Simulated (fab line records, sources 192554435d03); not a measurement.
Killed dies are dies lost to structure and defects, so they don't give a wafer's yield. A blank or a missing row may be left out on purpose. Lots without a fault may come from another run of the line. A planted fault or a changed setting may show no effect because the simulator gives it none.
A struck lot beside a sound one | flow n5_finfet | 37 steps out of a route of 1938
Sound: wafers L800.3, L800.4, L800.6. Struck: wafer L802.4. (L802.3, L802.6 of the same lot were not struck and are left out.) The cause comes at the end.
At each step with rows: each side's tool, then ch and its chambers, then its first start. Under that, the readings that differ: sound wafers | struck wafers | difference of the means | sigmas: that difference in standard deviations of wafers without a fault.
alike: readings whose means differ by less than 2 such deviations, and words and numbers that are the same on both sides. not compared: withheld readings, readings that some wafer has no value for, bounds like >300 that may hide the same value, and numbers for which the record gives no deviation and whose values overlap.
The two part at a step that has a row with sigmas, a row that says differs or no value, or rows on one side only. Numbers that don't overlap but have no deviation are shown without sigmas and don't part them. A reading that every wafer of one side lacks parts them only if that side has two wafers or more.

first, 9 steps without rows for these wafers: N5_BEOL_M4_ANNEAL_95 (time 240 s); N5_BEOL_M4_SPUTTER_96 (material Cu, target thk 4.5 nm, time 8.29 s); N5_BEOL_M4_ECD_50 (material Cu, target thk 300 nm); N5_BEOL_M4_ANNEAL_51 (time 90 s); N5_BEOL_M4_CMP_52 (polishes, stops on SiOC, t overpolish 6.8 s, target thk 40 nm); N5_BEOL_M4_PRE_CLEAN_60 (time 15 s); N5_BEOL_M4_CO_CAP_55 (material Co, precursor CCTBA/H2, target thk 2 nm, time 102.1 s); N5_BEOL_M4_PRE_CLEAN_56 (time 15 s); N5_BEOL_M4_DEP_57 (deposits SiCN from 3MS/NH3, target thk 8 nm, time 14 s).
N5_BEOL_M4_RC_MEAS_101:
  sound on prober-02 ch 0, day 8 08:04; struck on prober-01 ch 0, day 8 12:49
  alike: DIBL_N, DIBL_P, IOFF_N, IOFF_P, ION_N, ION_P, SS_N, SS_P, VT_N, VT_P
then, 24 steps without rows for these wafers: N5_BEOL_M5_ILD_DEP_00 (deposits SiCOH lowk from DEMS/porogen, target thk 140.64 nm, time 25.9 s); N5_BEOL_M5_CURE_79 (cures SiCOH lowk, time 240 s); N5_BEOL_M5_PECVD_70 (deposits SiO2 from TEOS/O2, target thk 16 nm, time 18 s); N5_BEOL_M5_HM_DEP_02 (deposits TiN, target thk 20 nm); N5_BEOL_M5_COAT_59 (time 60 s, resist thk 60 nm); N5_BEOL_M5_COAT_60 (time 60 s, resist thk 12 nm); N5_BEOL_M5_COAT_71 (time 60 s, resist thk 5 nm); N5_BEOL_M5_COAT_05 (resist thk 30 nm); N5_BEOL_M5_EBR_07; N5_BEOL_M5_SOFTBAKE_06 (time 60 s); N5_BEOL_M5_EXPOSE_08 (exposes mask M5, target cd 28 nm); N5_BEOL_M5_PEB_09 (peb time 60 s); N5_BEOL_M5_DEVELOP_10 (develop time 30 s); N5_BEOL_M5_DESCUM_16 (chemistry O2, time 7 s); N5_BEOL_M5_ETCH_72 (etches underlayer in N2/H2, target depth 6.5 nm, time 5.2 s); N5_BEOL_M5_ETCH_61 (etches SiARC in CF4, target depth 15.6 nm, time 26 s); N5_BEOL_M5_ETCH_62 (etches SOC in N2/H2, target depth 75 nm, overetch 15 nm, time 112.5 s); N5_BEOL_M5_STRIP_63 (strips in N2/H2); N5_BEOL_M5_STRIP_73 (strips in N2/H2); N5_BEOL_M5_STRIP_64 (strips in CF4); N5_BEOL_M5_HM_OPEN_17 (chemistry Cl2/BCl3, target TiN, target depth 20 nm, overetch 6 nm); N5_BEOL_M5_STRIP_19 (strips in O2); N5_BEOL_M5_COAT_65 (time 60 s, resist thk 60 nm); N5_BEOL_M5_COAT_66 (time 60 s, resist thk 12 nm).
-- the record jumps here: 2 days lie between the struck wafers' starts before and after (it left off in module BEOL_M5 and takes up again in module BEOL_M12, whose first step shown is number 1608 of the route) --
N5_BEOL_M12_EXPOSE_07: exposes mask V11.
  sound on krf_scanner-02 ch 0, day 10 18:46; struck on krf_scanner-02 ch 0, day 11 00:29
  alike: mask
N5_BEOL_M12_CD_MEAS_10: target cd 140 nm.
  sound on cd_sem-03 ch 0, day 10 18:56; struck on cd_sem-03 ch 0, day 11 00:39
  reading    | sound             | struck | difference | sigmas
  cd_nm (nm) | 138.7 138.5 139.2 | 101.9  | -36.9      | -15
N5_PASSIVATION_PROBE_49:
  the record has rows for the struck wafers here (prober-02, day 12 15:19) and none for the sound ones

WHERE THEY PART
First at N5_BEOL_M12_CD_MEAS_10; last, within this record, at N5_PASSIVATION_PROBE_49.

WHY: what the simulator had put in
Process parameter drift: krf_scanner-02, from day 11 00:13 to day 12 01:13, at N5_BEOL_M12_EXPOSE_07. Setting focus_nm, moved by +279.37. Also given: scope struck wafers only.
